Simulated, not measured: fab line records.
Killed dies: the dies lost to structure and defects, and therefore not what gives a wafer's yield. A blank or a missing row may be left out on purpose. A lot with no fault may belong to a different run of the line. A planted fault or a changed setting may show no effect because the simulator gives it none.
fab line records / flow nand_harc / part 2 of 2: steps 18 to 27 of 27
record lots=5 wafers=15 last_day=25
route steps=1159 shown A_CONTACT@933
lots that met no fault: taken from a fault-free run of the same line
start_h: hours from the record's first day to the start of the lot's first wafer shown / wait_h: hours elapsed since this lot's preceding step / " as in the row above / L1.1+2: a single row standing in for several wafers / - value missing, or start not given / * or withheld: withheld / < > ~ a bound
route shown NAME@n: names a module that has steps shown in the file, with the first one's number in the route / usual: mean/standard deviation of fault-free wafers / same: alike in all rows / chamber/n: place in a boat / sites: the reading at each site / _std_site: standard deviation across them / _edge_site: the outer-site mean with the inner-site mean subtracted / radius_mm: how far each site lies from the wafer's centre / mask NAME#n: copy n / behind: the most recent tool/chamber to have shaped the wafer / hold: the reason the lot was held/the length of the hold in hours/how it ended / device: names the non-switching transistor (n, p or np) / end of line: the same wafers' tests at the end of the route / for a step that has no rows: nothing shown but its recipe / killed: the dies lost at the first sort to structure and to defects; this is not the yield of the wafer / map: per-die view of a wafer (x killed, . not killed, _ where there is no die)
set.NAME: setting as actually run; set.NAME@STEP: the setting as run at that earlier step / model.NAME: the simulator's own value behind a step, which no gauge read
lots seen at some steps along the route; tables by step, rows by wafer
services: from which hour (start_h, from the record's first day; less than 0 if before it) a tool's chamber was out of use, for how many hours, and why
## steps
# step NHARC_A_CONTACT_ETCH_98
# recipe target_depth_a=200 over_etch_frac=0.5 time_s=10 ion_energy_ev=250 c4f6_flow_sccm=25 o2_flow_sccm=20 ar_flow_sccm=500 rf_w=600 bias_w=500 chemistry=C4F6/O2
# usual drypump_motor_current_A=5.7/0.51 mfc_ar_sccm=500.0/1.5 oes_product_au=0.961/0.022 rf_vpp_V=547.1/2.8 showerhead_plenum_p_Torr=3.93/0.14 throttle_valve_pct=26.904/0.0092
lot.wafer=L079.3 tool=rie_diel-06 chamber=1 start_h=- wait_h=- drypump_motor_current_A=6.0 mfc_ar_sccm=498.5 oes_product_au=0.962 rf_hours_counter_h=33 rf_vpp_V=548.2 showerhead_plenum_p_Torr=3.98 throttle_valve_pct=26.881
lot.wafer=L079.5 tool=rie_diel-06 chamber=3 start_h=- wait_h=- drypump_motor_current_A=6.4 mfc_ar_sccm=500.6 oes_product_au=0.945 rf_hours_counter_h=- rf_vpp_V=544.9 showerhead_plenum_p_Torr=3.78 throttle_valve_pct=26.896
lot.wafer=L079.6 tool=rie_diel-06 chamber=0 start_h=- wait_h=- drypump_motor_current_A=5.0 mfc_ar_sccm=499.9 oes_product_au=0.942 rf_hours_counter_h=- rf_vpp_V=542.2 showerhead_plenum_p_Torr=3.75 throttle_valve_pct=26.898
lot.wafer=L080.3 tool=rie_diel-13 chamber=2 start_h=- wait_h=- drypump_motor_current_A=6.0 mfc_ar_sccm=500.7 oes_product_au=0.943 rf_hours_counter_h=66 rf_vpp_V=548.0 showerhead_plenum_p_Torr=4.00 throttle_valve_pct=26.895
lot.wafer=L080.6 tool=rie_diel-13 chamber=2 start_h=- wait_h=- drypump_motor_current_A=6.0 mfc_ar_sccm=500.0 oes_product_au=0.955 rf_hours_counter_h=- rf_vpp_V=550.5 showerhead_plenum_p_Torr=4.00 throttle_valve_pct=26.887
lot.wafer=L080.5 tool=rie_diel-13 chamber=3 start_h=- wait_h=- drypump_motor_current_A=5.0 mfc_ar_sccm=498.6 oes_product_au=0.958 rf_hours_counter_h=- rf_vpp_V=549.0 showerhead_plenum_p_Torr=4.04 throttle_valve_pct=26.896
lot.wafer=L086.1 tool=rie_diel-06 chamber=0 start_h=- wait_h=- drypump_motor_current_A=4.9 mfc_ar_sccm=498.6 oes_product_au=0.956 rf_hours_counter_h=3 rf_vpp_V=543.0 showerhead_plenum_p_Torr=3.75 throttle_valve_pct=26.916
lot.wafer=L086.4 tool=rie_diel-06 chamber=3 start_h=- wait_h=- drypump_motor_current_A=6.3 mfc_ar_sccm=496.1 oes_product_au=0.972 rf_hours_counter_h=9 rf_vpp_V=542.6 showerhead_plenum_p_Torr=3.77 throttle_valve_pct=26.899
lot.wafer=L086.6 tool=rie_diel-06 chamber=1 start_h=- wait_h=- drypump_motor_current_A=6.0 mfc_ar_sccm=498.3 oes_product_au=0.974 rf_hours_counter_h=- rf_vpp_V=548.0 showerhead_plenum_p_Torr=3.98 throttle_valve_pct=26.892
lot.wafer=L091.4 tool=rie_diel-06 chamber=1 start_h=- wait_h=- drypump_motor_current_A=6.0 mfc_ar_sccm=498.8 oes_product_au=0.936 rf_hours_counter_h=14 rf_vpp_V=549.1 showerhead_plenum_p_Torr=3.97 throttle_valve_pct=26.915
lot.wafer=L091.3 tool=rie_diel-06 chamber=0 start_h=- wait_h=- drypump_motor_current_A=4.9 mfc_ar_sccm=500.1 oes_product_au=0.936 rf_hours_counter_h=10 rf_vpp_V=544.2 showerhead_plenum_p_Torr=3.74 throttle_valve_pct=26.899
lot.wafer=L091.6 tool=rie_diel-06 chamber=2 start_h=- wait_h=- drypump_motor_current_A=5.8 mfc_ar_sccm=501.8 oes_product_au=0.949 rf_hours_counter_h=- rf_vpp_V=551.2 showerhead_plenum_p_Torr=4.11 throttle_valve_pct=26.914
lot.wafer=L094.2 tool=rie_diel-06 chamber=1 start_h=- wait_h=- drypump_motor_current_A=6.0 mfc_ar_sccm=498.0 oes_product_au=0.969 rf_hours_counter_h=16 rf_vpp_V=548.2 showerhead_plenum_p_Torr=3.97 throttle_valve_pct=26.921
lot.wafer=L094.1 tool=rie_diel-06 chamber=3 start_h=- wait_h=- drypump_motor_current_A=6.3 mfc_ar_sccm=500.2 oes_product_au=0.958 rf_hours_counter_h=20 rf_vpp_V=543.8 showerhead_plenum_p_Torr=3.77 throttle_valve_pct=26.898
lot.wafer=L094.6 tool=rie_diel-06 chamber=1 start_h=- wait_h=- drypump_motor_current_A=6.0 mfc_ar_sccm=499.0 oes_product_au=0.966 rf_hours_counter_h=- rf_vpp_V=547.4 showerhead_plenum_p_Torr=3.97 throttle_valve_pct=26.905
# step NHARC_A_CONTACT_CD_MEAS_15
# usual cd_nm=90.0/0.5
lot.wafer=L079.3 tool=cd_sem-02 chamber=- start_h=404.49 wait_h=- cd_nm=89.5
lot.wafer=L079.5 tool=cd_sem-02 chamber=- start_h=404.49 wait_h=- cd_nm=88.9
lot.wafer=L079.6 tool=cd_sem-02 chamber=- start_h=404.49 wait_h=- cd_nm=89.9
lot.wafer=L080.3 tool=cd_sem-03 chamber=- start_h=448.96 wait_h=- cd_nm=90.3
lot.wafer=L080.5 tool=cd_sem-03 chamber=- start_h=448.96 wait_h=- cd_nm=90.8
lot.wafer=L080.6 tool=cd_sem-03 chamber=- start_h=448.96 wait_h=- cd_nm=90.1
lot.wafer=L086.1 tool=cd_sem-03 chamber=- start_h=460.06 wait_h=- cd_nm=90.2
lot.wafer=L086.4 tool=cd_sem-03 chamber=- start_h=460.06 wait_h=- cd_nm=90.3
lot.wafer=L086.6 tool=cd_sem-03 chamber=- start_h=460.06 wait_h=- cd_nm=90.3
lot.wafer=L091.3 tool=cd_sem-03 chamber=- start_h=487.89 wait_h=- cd_nm=89.9
lot.wafer=L091.4 tool=cd_sem-03 chamber=- start_h=487.89 wait_h=- cd_nm=89.9
lot.wafer=L091.6 tool=cd_sem-03 chamber=- start_h=487.89 wait_h=- cd_nm=90.5
lot.wafer=L094.1 tool=cd_sem-03 chamber=- start_h=513.72 wait_h=- cd_nm=89.8
lot.wafer=L094.2 tool=cd_sem-03 chamber=- start_h=513.72 wait_h=- cd_nm=89.6
lot.wafer=L094.6 tool=cd_sem-03 chamber=- start_h=513.72 wait_h=- cd_nm=89.3
# step NHARC_A_CONTACT_STRIP_107
# recipe n2_flow_sccm=150 h2_flow_sccm=150 ar_flow_sccm=0 bias_w=0 chemistry=N2/H2
lot.wafer=L079.3+5+6 tool=rie_diel-09 chamber=1,3,0 start_h=404.59 wait_h=0.1
lot.wafer=L080.3+5+6 tool=rie_diel-09 chamber=3,3,0 start_h=449.03 wait_h=0.1
lot.wafer=L086.4+1+6 tool=rie_diel-06 chamber=0,1,0 start_h=460.13 wait_h=0.1
lot.wafer=L091.4+3+6 tool=rie_diel-06 chamber=0,2,0 start_h=487.96 wait_h=0.1
lot.wafer=L094.2+1+6 tool=rie_diel-06 chamber=2,0,2 start_h=513.81 wait_h=0.1
# step NHARC_A_CONTACT_STRIP_108
# recipe cf4_flow_sccm=100 chf3_flow_sccm=30 ar_flow_sccm=0 bias_w=0 chemistry=CF4/CHF3
lot.wafer=L079.3+6+5 tool=rie_diel-09 chamber=2,0,1 start_h=404.67 wait_h=0.1
lot.wafer=L080.3+5+6 tool=rie_diel-09 chamber=2,3,0 start_h=449.13 wait_h=0.1
lot.wafer=L086.4+1+6 tool=rie_diel-06 chamber=0,1,3 start_h=460.23 wait_h=0.1
lot.wafer=L091.3+4+6 tool=rie_diel-06 chamber=2,0,2 start_h=488.05 wait_h=0.1
lot.wafer=L094.2+1+6 tool=rie_diel-06 chamber=1,0,1 start_h=513.89 wait_h=0.1
# step NHARC_A_CONTACT_STRIP_109
# recipe o2_flow_sccm=400 cos_flow_sccm=20 ar_flow_sccm=0 bias_w=0 chemistry=O2/COS
lot.wafer=L079.3+5+6 tool=rie_diel-09 chamber=3,0,1 start_h=404.73 wait_h=0.1
lot.wafer=L080.3+6+5 tool=rie_diel-09 chamber=0,0,1 start_h=449.18 wait_h=0.0
lot.wafer=L086.4+1+6 tool=rie_diel-06 chamber=1,2,0 start_h=460.29 wait_h=0.1
lot.wafer=L091.3+4+6 tool=rie_diel-06 chamber=3,2,3 start_h=488.11 wait_h=0.1
lot.wafer=L094.1+2+6 tool=rie_diel-06 chamber=0,2,0 start_h=513.96 wait_h=0.0
# step NHARC_A_CONTACT_ETCH_110
# recipe target_depth_a=500 overetch_a=50 time_s=27.5 ion_energy_ev=100 cf4_flow_sccm=80 o2_flow_sccm=20 ar_flow_sccm=0 rf_w=300 bias_w=100 chemistry=CF4/O2
# usual drypump_motor_current_A=5.7/0.52 mfc_ar_sccm=0.008/0.0088 oes_product_au=0.996/0.01 rf_vpp_V=198.0/1.3 showerhead_plenum_p_Torr=1.34/0.045 throttle_valve_pct=13.396/0.0097
lot.wafer=L079.3 tool=rie_diel-09 chamber=2 start_h=404.79 wait_h=0.1 drypump_motor_current_A=5.7 mfc_ar_sccm=0.017 oes_product_au=0.993 rf_hours_counter_h=48 rf_vpp_V=198.6 showerhead_plenum_p_Torr=1.35 throttle_valve_pct=13.400
lot.wafer=L079.6 tool=rie_diel-09 chamber=0 start_h=404.79 wait_h=0.1 drypump_motor_current_A=5.7 mfc_ar_sccm=0.013 oes_product_au=0.995 rf_hours_counter_h=- rf_vpp_V=198.0 showerhead_plenum_p_Torr=1.39 throttle_valve_pct=13.415
lot.wafer=L079.5 tool=rie_diel-09 chamber=1 start_h=404.79 wait_h=0.1 drypump_motor_current_A=5.8 mfc_ar_sccm=0.004 oes_product_au=0.993 rf_hours_counter_h=- rf_vpp_V=199.2 showerhead_plenum_p_Torr=1.36 throttle_valve_pct=13.397
lot.wafer=L080.3 tool=rie_diel-09 chamber=3 start_h=449.29 wait_h=0.1 drypump_motor_current_A=4.8 mfc_ar_sccm=0 oes_product_au=0.983 rf_hours_counter_h=5 rf_vpp_V=198.0 showerhead_plenum_p_Torr=1.34 throttle_valve_pct=13.382
lot.wafer=L080.6 tool=rie_diel-09 chamber=2 start_h=449.29 wait_h=0.1 drypump_motor_current_A=5.7 mfc_ar_sccm=0.017 oes_product_au=0.989 rf_hours_counter_h=- rf_vpp_V=197.5 showerhead_plenum_p_Torr=1.35 throttle_valve_pct=13.398
lot.wafer=L080.5 tool=rie_diel-09 chamber=3 start_h=449.29 wait_h=0.1 drypump_motor_current_A=4.8 mfc_ar_sccm=0 oes_product_au=0.983 rf_hours_counter_h=- rf_vpp_V=199.0 showerhead_plenum_p_Torr=1.34 throttle_valve_pct=13.406
lot.wafer=L086.1 tool=rie_diel-06 chamber=2 start_h=460.36 wait_h=0.1 drypump_motor_current_A=5.7 mfc_ar_sccm=0 oes_product_au=0.991 rf_hours_counter_h=9 rf_vpp_V=199.4 showerhead_plenum_p_Torr=1.40 throttle_valve_pct=13.414
lot.wafer=L086.4 tool=rie_diel-06 chamber=3 start_h=460.36 wait_h=0.1 drypump_motor_current_A=6.3 mfc_ar_sccm=0.026 oes_product_au=1.012 rf_hours_counter_h=9 rf_vpp_V=196.3 showerhead_plenum_p_Torr=1.28 throttle_valve_pct=13.419
lot.wafer=L086.6 tool=rie_diel-06 chamber=0 start_h=460.36 wait_h=0.1 drypump_motor_current_A=4.9 mfc_ar_sccm=0 oes_product_au=1.006 rf_hours_counter_h=- rf_vpp_V=196.5 showerhead_plenum_p_Torr=1.27 throttle_valve_pct=13.390
lot.wafer=L091.4 tool=rie_diel-06 chamber=3 start_h=488.17 wait_h=0.0 drypump_motor_current_A=6.3 mfc_ar_sccm=0.026 oes_product_au=1.009 rf_hours_counter_h=14 rf_vpp_V=196.5 showerhead_plenum_p_Torr=1.28 throttle_valve_pct=13.395
lot.wafer=L091.3 tool=rie_diel-06 chamber=1 start_h=488.17 wait_h=0.0 drypump_motor_current_A=6.0 mfc_ar_sccm=0.013 oes_product_au=0.997 rf_hours_counter_h=14 rf_vpp_V=198.1 showerhead_plenum_p_Torr=1.35 throttle_valve_pct=13.405
lot.wafer=L091.6 tool=rie_diel-06 chamber=0 start_h=488.17 wait_h=0.0 drypump_motor_current_A=4.9 mfc_ar_sccm=0 oes_product_au=0.996 rf_hours_counter_h=- rf_vpp_V=196.6 showerhead_plenum_p_Torr=1.27 throttle_valve_pct=13.383
lot.wafer=L094.1 tool=rie_diel-06 chamber=1 start_h=514.02 wait_h=0.1 drypump_motor_current_A=6.0 mfc_ar_sccm=0.013 oes_product_au=1.006 rf_hours_counter_h=16 rf_vpp_V=199.7 showerhead_plenum_p_Torr=1.35 throttle_valve_pct=13.389
lot.wafer=L094.2 tool=rie_diel-06 chamber=3 start_h=514.02 wait_h=0.1 drypump_motor_current_A=6.4 mfc_ar_sccm=0.026 oes_product_au=1.021 rf_hours_counter_h=20 rf_vpp_V=196.8 showerhead_plenum_p_Torr=1.28 throttle_valve_pct=13.400
lot.wafer=L094.6 tool=rie_diel-06 chamber=2 start_h=514.02 wait_h=0.1 drypump_motor_current_A=5.7 mfc_ar_sccm=0 oes_product_au=0.988 rf_hours_counter_h=- rf_vpp_V=198.6 showerhead_plenum_p_Torr=1.40 throttle_valve_pct=13.403
# step NHARC_A_CONTACT_STRIP_26
# recipe o2_flow_sccm=500 ar_flow_sccm=0 bias_w=0 chemistry=O2
# usual drypump_motor_current_A=5.7/0.51 mfc_ar_sccm=0.008/0.0091 oes_product_au=0.996/0.012 rf_vpp_V=58.0/0.89 showerhead_plenum_p_Torr=3.55/0.12 throttle_valve_pct=17.037/0.0089
lot.wafer=L079.3 tool=rie_diel-09 chamber=2 start_h=- wait_h=- drypump_motor_current_A=5.7 mfc_ar_sccm=0.017 oes_product_au=0.992 rf_hours_counter_h=48 rf_vpp_V=56.5 showerhead_plenum_p_Torr=3.57 throttle_valve_pct=17.037
lot.wafer=L079.5 tool=rie_diel-09 chamber=3 start_h=- wait_h=- drypump_motor_current_A=4.8 mfc_ar_sccm=0 oes_product_au=0.988 rf_hours_counter_h=- rf_vpp_V=57.1 showerhead_plenum_p_Torr=3.55 throttle_valve_pct=17.009
lot.wafer=L079.6 tool=rie_diel-09 chamber=0 start_h=- wait_h=- drypump_motor_current_A=5.7 mfc_ar_sccm=0.013 oes_product_au=1.001 rf_hours_counter_h=- rf_vpp_V=57.8 showerhead_plenum_p_Torr=3.67 throttle_valve_pct=17.039
lot.wafer=L080.3 tool=rie_diel-09 chamber=2 start_h=- wait_h=- drypump_motor_current_A=5.7 mfc_ar_sccm=0.017 oes_product_au=0.978 rf_hours_counter_h=5 rf_vpp_V=57.4 showerhead_plenum_p_Torr=3.56 throttle_valve_pct=17.027
lot.wafer=L080.6 tool=rie_diel-09 chamber=3 start_h=- wait_h=- drypump_motor_current_A=4.8 mfc_ar_sccm=0 oes_product_au=0.986 rf_hours_counter_h=- rf_vpp_V=58.5 showerhead_plenum_p_Torr=3.54 throttle_valve_pct=17.025
lot.wafer=L080.5 tool=rie_diel-09 chamber=0 start_h=- wait_h=- drypump_motor_current_A=5.7 mfc_ar_sccm=0.013 oes_product_au=0.990 rf_hours_counter_h=- rf_vpp_V=57.8 showerhead_plenum_p_Torr=3.66 throttle_valve_pct=17.033
lot.wafer=L086.4 tool=rie_diel-06 chamber=0 start_h=- wait_h=- drypump_motor_current_A=4.9 mfc_ar_sccm=0 oes_product_au=1.005 rf_hours_counter_h=3 rf_vpp_V=55.8 showerhead_plenum_p_Torr=3.36 throttle_valve_pct=17.024
lot.wafer=L086.1 tool=rie_diel-06 chamber=1 start_h=- wait_h=- drypump_motor_current_A=6.1 mfc_ar_sccm=0.013 oes_product_au=0.999 rf_hours_counter_h=8 rf_vpp_V=56.1 showerhead_plenum_p_Torr=3.58 throttle_valve_pct=17.030
lot.wafer=L086.6 tool=rie_diel-06 chamber=2 start_h=- wait_h=- drypump_motor_current_A=5.7 mfc_ar_sccm=0 oes_product_au=0.995 rf_hours_counter_h=- rf_vpp_V=58.3 showerhead_plenum_p_Torr=3.70 throttle_valve_pct=17.030
lot.wafer=L091.4 tool=rie_diel-06 chamber=2 start_h=- wait_h=- drypump_motor_current_A=5.8 mfc_ar_sccm=0 oes_product_au=0.994 rf_hours_counter_h=14 rf_vpp_V=58.0 showerhead_plenum_p_Torr=3.70 throttle_valve_pct=17.029
lot.wafer=L091.3 tool=rie_diel-06 chamber=1 start_h=- wait_h=- drypump_motor_current_A=6.0 mfc_ar_sccm=0.013 oes_product_au=0.993 rf_hours_counter_h=14 rf_vpp_V=59.3 showerhead_plenum_p_Torr=3.58 throttle_valve_pct=17.048
lot.wafer=L091.6 tool=rie_diel-06 chamber=3 start_h=- wait_h=- drypump_motor_current_A=6.3 mfc_ar_sccm=0.026 oes_product_au=1.011 rf_hours_counter_h=- rf_vpp_V=57.5 showerhead_plenum_p_Torr=3.39 throttle_valve_pct=17.027
lot.wafer=L094.2 tool=rie_diel-06 chamber=2 start_h=- wait_h=- drypump_motor_current_A=5.7 mfc_ar_sccm=0 oes_product_au=1.002 rf_hours_counter_h=20 rf_vpp_V=57.9 showerhead_plenum_p_Torr=3.69 throttle_valve_pct=17.033
lot.wafer=L094.1 tool=rie_diel-06 chamber=3 start_h=- wait_h=- drypump_motor_current_A=6.4 mfc_ar_sccm=0.026 oes_product_au=1.016 rf_hours_counter_h=21 rf_vpp_V=57.5 showerhead_plenum_p_Torr=3.38 throttle_valve_pct=17.040
lot.wafer=L094.6 tool=rie_diel-06 chamber=1 start_h=- wait_h=- drypump_motor_current_A=6.0 mfc_ar_sccm=0.013 oes_product_au=1.002 rf_hours_counter_h=- rf_vpp_V=57.3 showerhead_plenum_p_Torr=3.57 throttle_valve_pct=17.029
# step NHARC_A_CONTACT_STRIP_27
# recipe time_s=600 temp_c=30 chemistry=post_etch_residue_remover
lot.wafer=L079.3+5+6 tool=wet_bench-07 chamber=4,6,0 start_h=405.17 wait_h=-
lot.wafer=L080.6+3+5 tool=wet_bench-06 chamber=5,7,0 start_h=449.66 wait_h=-
lot.wafer=L086.1+4+6 tool=wet_bench-06 chamber=5,6,0 start_h=460.75 wait_h=-
lot.wafer=L091.4+3+6 tool=wet_bench-02 chamber=3,7,0 start_h=488.55 wait_h=-
lot.wafer=L094.6+2+1 tool=wet_bench-02 chamber=0,1,4 start_h=514.40 wait_h=-
# step NHARC_A_CONTACT_ALD_18
# recipe target_thk_a=30 pulse_time_s=1 ald_cycles=150 temp_c=450 material=TiN
# usual heater_power_w=1099/110 precursor_pulse_height_rel=1.002/0.019
lot.wafer=L079.3 tool=ald_metal-03 chamber=3 start_h=405.43 wait_h=- heater_power_w=1047 precursor_pulse_height_rel=1.014
lot.wafer=L079.5 tool=ald_metal-03 chamber=3 start_h=405.43 wait_h=- heater_power_w=1095 precursor_pulse_height_rel=1.023
lot.wafer=L079.6 tool=ald_metal-03 chamber=0 start_h=405.43 wait_h=- heater_power_w=1279 precursor_pulse_height_rel=1.009
lot.wafer=L080.3 tool=ald_metal-03 chamber=1 start_h=449.94 wait_h=- heater_power_w=1095 precursor_pulse_height_rel=0.998
lot.wafer=L080.5 tool=ald_metal-03 chamber=1 start_h=449.94 wait_h=- heater_power_w=1062 precursor_pulse_height_rel=1.000
lot.wafer=L080.6 tool=ald_metal-03 chamber=2 start_h=449.94 wait_h=- heater_power_w=1192 precursor_pulse_height_rel=1.004
lot.wafer=L086.1 tool=ald_metal-04 chamber=0 start_h=461.01 wait_h=- heater_power_w=830 precursor_pulse_height_rel=0.991
lot.wafer=L086.4 tool=ald_metal-04 chamber=3 start_h=461.01 wait_h=- heater_power_w=1099 precursor_pulse_height_rel=1.001
lot.wafer=L086.6 tool=ald_metal-04 chamber=0 start_h=461.01 wait_h=- heater_power_w=849 precursor_pulse_height_rel=0.983
lot.wafer=L091.3 tool=ald_metal-03 chamber=2 start_h=488.85 wait_h=- heater_power_w=1215 precursor_pulse_height_rel=1.051
lot.wafer=L091.4 tool=ald_metal-03 chamber=3 start_h=488.85 wait_h=- heater_power_w=1046 precursor_pulse_height_rel=1.016
lot.wafer=L091.6 tool=ald_metal-03 chamber=2 start_h=488.85 wait_h=- heater_power_w=1163 precursor_pulse_height_rel=1.028
lot.wafer=L094.2 tool=ald_metal-01 chamber=1 start_h=514.68 wait_h=- heater_power_w=1013 precursor_pulse_height_rel=1.009
lot.wafer=L094.1 tool=ald_metal-01 chamber=3 start_h=514.68 wait_h=- heater_power_w=1242 precursor_pulse_height_rel=1.003
lot.wafer=L094.6 tool=ald_metal-01 chamber=0 start_h=514.68 wait_h=- heater_power_w=1083 precursor_pulse_height_rel=0.996
# step NHARC_A_CONTACT_CVD_19
# recipe target_thk_a=3000 temp_c=300 pressure_torr=40 wf6_flow_sccm=40 h2_flow_sccm=1600 ar_flow_sccm=1560 time_s=802 material=W
# usual heater_power_w=463/56 mfc_ar_sccm=1561/4.9 throttle_valve_pct=7.8/0.31
lot.wafer=L079.3 tool=cvd_w-02 chamber=1 start_h=- wait_h=- heater_power_w=449 mfc_ar_sccm=1553 throttle_valve_pct=8.0
lot.wafer=L079.6 tool=cvd_w-02 chamber=1 start_h=- wait_h=- heater_power_w=448 mfc_ar_sccm=1553 throttle_valve_pct=8.0
lot.wafer=L079.5 tool=cvd_w-02 chamber=0 start_h=- wait_h=- heater_power_w=410 mfc_ar_sccm=1564 throttle_valve_pct=7.5
lot.wafer=L080.3 tool=cvd_w-02 chamber=0 start_h=- wait_h=- heater_power_w=406 mfc_ar_sccm=1563 throttle_valve_pct=7.5
lot.wafer=L080.5 tool=cvd_w-02 chamber=0 start_h=- wait_h=- heater_power_w=406 mfc_ar_sccm=1561 throttle_valve_pct=7.4
lot.wafer=L080.6 tool=cvd_w-02 chamber=1 start_h=- wait_h=- heater_power_w=447 mfc_ar_sccm=1567 throttle_valve_pct=8.0
lot.wafer=L086.1 tool=cvd_w-02 chamber=1 start_h=- wait_h=- heater_power_w=443 mfc_ar_sccm=1548 throttle_valve_pct=8.1
lot.wafer=L086.4 tool=cvd_w-02 chamber=1 start_h=- wait_h=- heater_power_w=448 mfc_ar_sccm=1551 throttle_valve_pct=8.1
lot.wafer=L086.6 tool=cvd_w-02 chamber=1 start_h=- wait_h=- heater_power_w=441 mfc_ar_sccm=1553 throttle_valve_pct=8.1
lot.wafer=L091.3 tool=cvd_w-01 chamber=0 start_h=- wait_h=- heater_power_w=506 mfc_ar_sccm=1559 throttle_valve_pct=7.6
lot.wafer=L091.4 tool=cvd_w-01 chamber=0 start_h=- wait_h=- heater_power_w=495 mfc_ar_sccm=1556 throttle_valve_pct=7.8
lot.wafer=L091.6 tool=cvd_w-01 chamber=0 start_h=- wait_h=- heater_power_w=498 mfc_ar_sccm=1557 throttle_valve_pct=7.8
lot.wafer=L094.2 tool=cvd_w-02 chamber=0 start_h=- wait_h=- heater_power_w=400 mfc_ar_sccm=1562 throttle_valve_pct=7.5
lot.wafer=L094.1 tool=cvd_w-02 chamber=1 start_h=- wait_h=- heater_power_w=444 mfc_ar_sccm=1561 throttle_valve_pct=8.3
lot.wafer=L094.6 tool=cvd_w-02 chamber=1 start_h=- wait_h=- heater_power_w=446 mfc_ar_sccm=1560 throttle_valve_pct=8.1
## services
tool=cvd_w-02 chamber=- start_h=378.46 hours=13.0 kind=pm
tool=ald_metal-04 chamber=- start_h=406.00 hours=10.0 kind=pm
tool=rie_diel-06 chamber=- start_h=418.23 hours=9.0 kind=pm
tool=rie_diel-09 chamber=- start_h=431.95 hours=9.0 kind=pm
tool=rie_diel-06 chamber=0 start_h=432.23 hours=13.8 kind=repair
tool=ald_metal-03 chamber=1 start_h=436.34 hours=8.7 kind=repair
tool=har_cap_etch-01 chamber=- start_h=437.29 hours=0.6 kind=repair
tool=ald_metal-03 chamber=2 start_h=439.61 hours=4.5 kind=repair
tool=rie_diel-13 chamber=0 start_h=441.82 hours=5.4 kind=repair
tool=litho_track-01 chamber=- start_h=443.00 hours=7.0 kind=pm
tool=ald_metal-04 chamber=1 start_h=447.78 hours=3.1 kind=repair
tool=wet_bench-07 chamber=- start_h=448.00 hours=8.0 kind=pm
tool=rie_diel-13 chamber=- start_h=453.17 hours=9.0 kind=pm
tool=ald_metal-03 chamber=3 start_h=456.84 hours=10.3 kind=repair
tool=ald_metal-01 chamber=- start_h=458.00 hours=10.0 kind=pm
tool=ald_metal-03 chamber=1 start_h=459.48 hours=1.7 kind=repair
tool=ald_metal-03 chamber=0 start_h=460.61 hours=6.7 kind=repair
tool=litho_track-06 chamber=- start_h=467.00 hours=7.0 kind=pm
tool=cvd_w-01 chamber=- start_h=474.47 hours=13.0 kind=pm
tool=wet_bench-06 chamber=- start_h=481.60 hours=8.0 kind=pm
tool=ald_metal-04 chamber=2 start_h=486.80 hours=86.4 kind=repair
tool=har_cap_etch-01 chamber=- start_h=488.54 hours=0.7 kind=repair
tool=litho_track-04 chamber=- start_h=491.00 hours=7.0 kind=pm
tool=ald_metal-03 chamber=- start_h=500.00 hours=10.0 kind=pm
